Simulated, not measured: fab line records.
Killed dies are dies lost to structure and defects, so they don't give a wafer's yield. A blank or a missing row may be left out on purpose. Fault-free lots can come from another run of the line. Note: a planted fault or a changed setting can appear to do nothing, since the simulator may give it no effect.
The tool behind it: which one? + flow nand_harc + 45 wafers from 15 lots sampled at 4 of the route's 1302 steps

## WHAT THE GAUGES SHOWED, per wafer
The record lacks any reading of a measuring or inspecting step that a usual standard deviation could be used to judge.

## EACH LOT AND THE TOOL THAT RAN IT (in order: tool; ch and the chambers of the sampled wafers; start)
| lot  | NHARC_A_CONTACT_ETCH_49                       | NHARC_A_CONTACT_ETCH_111             | NHARC_A_CONTACT_ETCH_114             | NHARC_A_CONTACT_ETCH_123             |
|------|-----------------------------------------------|--------------------------------------|--------------------------------------|--------------------------------------|
| L199 | rie_diel-05 ch 1,2, day 22 02:19              | har_cap_etch-02 ch 0,1, day 22 04:55 | har_cap_etch-02 ch 0,1, day 22 05:26 | har_cap_etch-02 ch 0,1, day 22 07:06 |
| L206 | rie_diel-02 ch 0,1,2, day 24 18:56 or earlier | har_cap_etch-01 ch 0,1, day 24 18:56 | har_cap_etch-01 ch 0,1, day 24 19:28 | har_cap_etch-01 ch 0,1, day 24 21:04 |
| L208 | rie_diel-13 ch 1,2,3, day 25 04:49 or earlier | har_cap_etch-03 ch 1, day 25 04:49   | har_cap_etch-03 ch 1, day 25 05:22   | har_cap_etch-03 ch 1, day 25 06:55   |
| L210 | rie_diel-05 ch 0,2,3, day 26 12:20 or earlier | har_cap_etch-03 ch 0,1, day 26 12:20 | har_cap_etch-03 ch 0,1, day 26 12:53 | har_cap_etch-03 ch 0,1, day 26 14:25 |
| L209 | rie_diel-13 ch 1,2,3, day 26 12:50 or earlier | har_cap_etch-01 ch 0,1, day 26 12:50 | har_cap_etch-01 ch 0,1, day 26 13:23 | har_cap_etch-01 ch 0,1, day 26 14:55 |
| L211 | rie_diel-13 ch 1,3, day 26 16:56 or earlier   | har_cap_etch-02 ch 0,1, day 26 16:56 | har_cap_etch-02 ch 0,1, day 26 17:28 | har_cap_etch-02 ch 0,1, day 27 02:04 |
| L215 | rie_diel-13 ch 1,3, day 28 06:50 or earlier   | har_cap_etch-01 ch 0,1, day 28 06:50 | har_cap_etch-01 ch 0,1, day 28 07:22 | har_cap_etch-01 ch 0,1, day 28 08:54 |
| L213 | rie_diel-13 ch 1,3, day 28 11:45 or earlier   | har_cap_etch-03 ch 0,1, day 28 11:45 | har_cap_etch-03 ch 0,1, day 28 12:28 | har_cap_etch-03 ch 0,1, day 28 14:31 |
| L214 | rie_diel-02 ch 1,2,3, day 28 15:34 or earlier | har_cap_etch-01 ch 0,1, day 28 15:34 | har_cap_etch-01 ch 0,1, day 28 16:06 | har_cap_etch-01 ch 0,1, day 28 17:38 |
| L217 | rie_diel-02 ch 1,2, day 29 10:28 or earlier   | har_cap_etch-03 ch 0,1, day 29 10:28 | har_cap_etch-03 ch 0,1, day 29 11:00 | har_cap_etch-03 ch 0,1, day 29 12:40 |
| L218 | rie_diel-05 ch 0,1, day 29 14:14 or earlier   | har_cap_etch-02 ch 0,1, day 29 14:14 | har_cap_etch-02 ch 0,1, day 29 14:46 | har_cap_etch-02 ch 0,1, day 29 16:26 |
| L219 | rie_diel-02 ch 0,2,3, day 29 14:11 or earlier | har_cap_etch-01 ch 0,1, day 29 14:11 | har_cap_etch-01 ch 0,1, day 29 14:43 | har_cap_etch-01 ch 0,1, day 29 16:16 |
| L221 | rie_diel-02 ch 2,3, day 29 20:13 or earlier   | har_cap_etch-03 ch 0,1, day 29 20:13 | har_cap_etch-03 ch 0,1, day 29 20:45 | har_cap_etch-03 ch 0,1, day 29 22:17 |
| L220 | rie_diel-02 ch 0,3, day 29 23:41 or earlier   | har_cap_etch-02 ch 0,1, day 29 23:41 | har_cap_etch-02 ch 0,1, day 30 00:13 | har_cap_etch-02 ch 0,1, day 30 01:49 |
| L222 | rie_diel-13 ch 0,1,2, day 31 06:58 or earlier | har_cap_etch-02 ch 0,1, day 31 06:58 | har_cap_etch-02 ch 0,1, day 31 07:29 | har_cap_etch-02 ch 0,1, day 31 09:08 |
- NHARC_A_CONTACT_ETCH_49: etches the open film in N2/H2, target depth 260 nm, time 475.3 s.
- NHARC_A_CONTACT_ETCH_111: etches the open film in C4F8/O2/Ar, time 140 s, target depth 700 nm.
- NHARC_A_CONTACT_ETCH_114: etches the open film in C4F8/O2/Ar, time 190 s, target depth 1850 nm.
- NHARC_A_CONTACT_ETCH_123: etches the open film in C4F8/O2/Ar, time 490 s, target depth 2110 nm.

## AS READ BY THE TOOLS THEMSELVES (means over the sampled wafers that have a number; for cases with no such wafer, the mark the record gives instead)
NHARC_A_CONTACT_ETCH_49. Usual: bias_w 150.0 W, standard deviation 0.45; chamber_pressure_mTorr 29.999 mTorr, standard deviation 0.026; drypump_motor_current_A 5.5 A, standard deviation 0.51; n2_flow_sccm 150.0 sccm, standard deviation 0.5; oes_product_au 0.999 a.u., standard deviation 0.012; rf_vpp_V 431.4 V, standard deviation 1.8; showerhead_plenum_p_Torr 2.07 Torr, standard deviation 0.06; throttle_valve_pct 14.172 %, standard deviation 0.0093.
| lot  | tool        | bias_w (W) | chamber_pressure_mTorr (mTorr) | drypump_motor_current_A (A) | n2_flow_sccm (sccm) | oes_product_au (a.u.) | rf_vpp_V (V) | showerhead_plenum_p_Torr (Torr) | throttle_valve_pct (%) | flag |
|------|-------------|------------|--------------------------------|-----------------------------|---------------------|-----------------------|--------------|---------------------------------|------------------------|------|
| L199 | rie_diel-05 | 150.2      | 30.004                         | 5.5                         | 150.0               | 0.994                 | 430.2        | 2.04                            | 14.179                 |      |
| L206 | rie_diel-02 | 149.9      | 30.004                         | 5.6                         | 149.7               | 0.993                 | 432.1        | 2.10                            | 14.167                 |      |
| L208 | rie_diel-13 | 150.1      | 30.008                         | 5.7                         | 149.6               | 1.001                 | 432.1        | 2.10                            | 14.171                 |      |
| L210 | rie_diel-05 | 150.3      | 30.009                         | 5.5                         | 149.9               | 1.002                 | 431.3        | 2.08                            | 14.168                 |      |
| L209 | rie_diel-13 | 150.3      | 30.004                         | 5.8                         | 150.1               | 1.007                 | 432.3        | 2.10                            | 14.173                 |      |
| L211 | rie_diel-13 | 150.2      | 29.997                         | 5.8                         | 149.8               | 0.996                 | 430.8        | 2.08                            | 14.174                 |      |
| L215 | rie_diel-13 | 149.9      | 29.968                         | 5.8                         | 150.4               | 1.004                 | 432.0        | 2.08                            | 14.172                 |      |
| L213 | rie_diel-13 | 149.7      | 29.996                         | 5.5                         | 149.9               | 1.000                 | 431.3        | 2.08                            | 14.170                 |      |
| L214 | rie_diel-02 | 150.1      | 30.012                         | 5.6                         | 150.0               | 0.993                 | 430.3        | 2.04                            | 14.169                 |      |
| L217 | rie_diel-02 | 150.0      | 29.982                         | 5.8                         | 150.3               | 0.986                 | 430.1        | 2.07                            | 14.174                 |      |
| L218 | rie_diel-05 | 149.9      | 29.984                         | 4.7                         | 150.0               | 1.001                 | 431.2        | 2.04                            | 14.169                 |      |
| L219 | rie_diel-02 | 149.6      | 30.003                         | 5.2                         | 150.6               | 0.992                 | 429.8        | 2.02                            | 14.170                 |      |
| L221 | rie_diel-02 | 149.9      | 29.966                         | 5.3                         | 150.4               | 0.997                 | 428.5        | 1.97                            | 14.167                 |      |
| L220 | rie_diel-02 | 150.1      | 29.981                         | 5.0                         | 150.6               | 0.999                 | 431.4        | 2.04                            | 14.164                 |      |
| L222 | rie_diel-13 | 149.9      | 29.990                         | 6.0                         | 149.8               | 0.998                 | 431.8        | 2.07                            | 14.175                 |      |

NHARC_A_CONTACT_ETCH_111. Usual: chamber_pressure_mTorr 20.000 mTorr, standard deviation 0.019; oes_air_line_au 0.999 a.u., standard deviation 0.021.
| lot  | tool            | chamber_pressure_mTorr (mTorr) | oes_air_line_au (a.u.) | flag |
|------|-----------------|--------------------------------|------------------------|------|
| L199 | har_cap_etch-02 | 20.012                         | 0.983                  |      |
| L206 | har_cap_etch-01 | 19.989                         | 0.989                  |      |
| L208 | har_cap_etch-03 | 19.999                         | 0.986                  |      |
| L210 | har_cap_etch-03 | 19.999                         | 0.992                  |      |
| L209 | har_cap_etch-01 | 19.991                         | 1.019                  |      |
| L211 | har_cap_etch-02 | 20.001                         | 1.001                  |      |
| L215 | har_cap_etch-01 | 19.987                         | 0.984                  |      |
| L213 | har_cap_etch-03 | 20.001                         | 1.000                  |      |
| L214 | har_cap_etch-01 | 20.016                         | 0.990                  |      |
| L217 | har_cap_etch-03 | 20.028                         | 1.001                  |      |
| L218 | har_cap_etch-02 | 19.994                         | 1.003                  |      |
| L219 | har_cap_etch-01 | 19.995                         | 1.005                  |      |
| L221 | har_cap_etch-03 | 20.003                         | 0.993                  |      |
| L220 | har_cap_etch-02 | 19.996                         | 1.013                  |      |
| L222 | har_cap_etch-02 | 20.012                         | 1.000                  |      |

NHARC_A_CONTACT_ETCH_114. Usual: chamber_pressure_mTorr 20.001 mTorr, standard deviation 0.018; oes_air_line_au 1.001 a.u., standard deviation 0.02.
| lot  | tool            | chamber_pressure_mTorr (mTorr) | oes_air_line_au (a.u.) | flag |
|------|-----------------|--------------------------------|------------------------|------|
| L199 | har_cap_etch-02 | 19.995                         | 0.989                  |      |
| L206 | har_cap_etch-01 | 19.995                         | 1.008                  |      |
| L208 | har_cap_etch-03 | 20.006                         | 1.018                  |      |
| L210 | har_cap_etch-03 | 19.986                         | 1.011                  |      |
| L209 | har_cap_etch-01 | 20.019                         | 0.980                  |      |
| L211 | har_cap_etch-02 | 20.020                         | 0.993                  |      |
| L215 | har_cap_etch-01 | 19.984                         | 0.978                  |      |
| L213 | har_cap_etch-03 | 20.010                         | 1.003                  |      |
| L214 | har_cap_etch-01 | 20.006                         | 1.012                  |      |
| L217 | har_cap_etch-03 | 20.006                         | 1.005                  |      |
| L218 | har_cap_etch-02 | 20.007                         | 1.008                  |      |
| L219 | har_cap_etch-01 | 19.988                         | 0.996                  |      |
| L221 | har_cap_etch-03 | 19.992                         | 0.985                  |      |
| L220 | har_cap_etch-02 | 20.002                         | 0.975                  |      |
| L222 | har_cap_etch-02 | 19.989                         | 1.001                  |      |

NHARC_A_CONTACT_ETCH_123. Usual: chamber_pressure_mTorr 19.997 mTorr, standard deviation 0.019; oes_air_line_au 1.003 a.u., standard deviation 0.02.
| lot  | tool            | chamber_pressure_mTorr (mTorr) | oes_air_line_au (a.u.) | flag |
|------|-----------------|--------------------------------|------------------------|------|
| L199 | har_cap_etch-02 | 20.000                         | 0.993                  |      |
| L206 | har_cap_etch-01 | -                              | -                      | OFF  |
| L208 | har_cap_etch-03 | -                              | -                      | OFF  |
| L210 | har_cap_etch-03 | -                              | -                      | OFF  |
| L209 | har_cap_etch-01 | 19.997                         | 1.011                  |      |
| L211 | har_cap_etch-02 | 19.982                         | 1.011                  |      |
| L215 | har_cap_etch-01 | 20.024                         | 1.007                  |      |
| L213 | har_cap_etch-03 | 19.991                         | 1.003                  |      |
| L214 | har_cap_etch-01 | 19.997                         | 1.011                  |      |
| L217 | har_cap_etch-03 | 19.988                         | 0.994                  |      |
| L218 | har_cap_etch-02 | 19.997                         | 1.011                  |      |
| L219 | har_cap_etch-01 | 20.009                         | 1.014                  |      |
| L221 | har_cap_etch-03 | 19.992                         | 0.993                  |      |
| L220 | har_cap_etch-02 | 19.986                         | 1.000                  |      |
| L222 | har_cap_etch-02 | 19.978                         | 1.019                  |      |

## THE ANSWER, worked out from the rows above alone
Rule: a lot counts as off when the mean over its wafers that have a number is more than 3 standard deviations away from the usual mean. A lot without any number at a reading at which 4 lots or more have one is off too. All remaining lots with rows at the step are treated as sound. After the gauges, taken in route order, come the tools' own readings; for these a lot's mean is taken, as printed above. At the first step where some lot is off, the reading lying furthest off is the one used; lots without a number count as furthest.
Off: L206, L208, L210, at NHARC_A_CONTACT_ETCH_123 (chamber_pressure_mTorr). Without a number there: L206, L208, L210.
A tool fits if, at that step or a process step before it, it ran every lot that is off, and no sound lot after the first of them. With no start given for some of its lots, NHARC_A_CONTACT_ETCH_49 uses the hours and lot order of NHARC_A_CONTACT_ETCH_111. None of those tried fits.

## WHAT HAD BEEN PUT IN BY THE SIMULATOR
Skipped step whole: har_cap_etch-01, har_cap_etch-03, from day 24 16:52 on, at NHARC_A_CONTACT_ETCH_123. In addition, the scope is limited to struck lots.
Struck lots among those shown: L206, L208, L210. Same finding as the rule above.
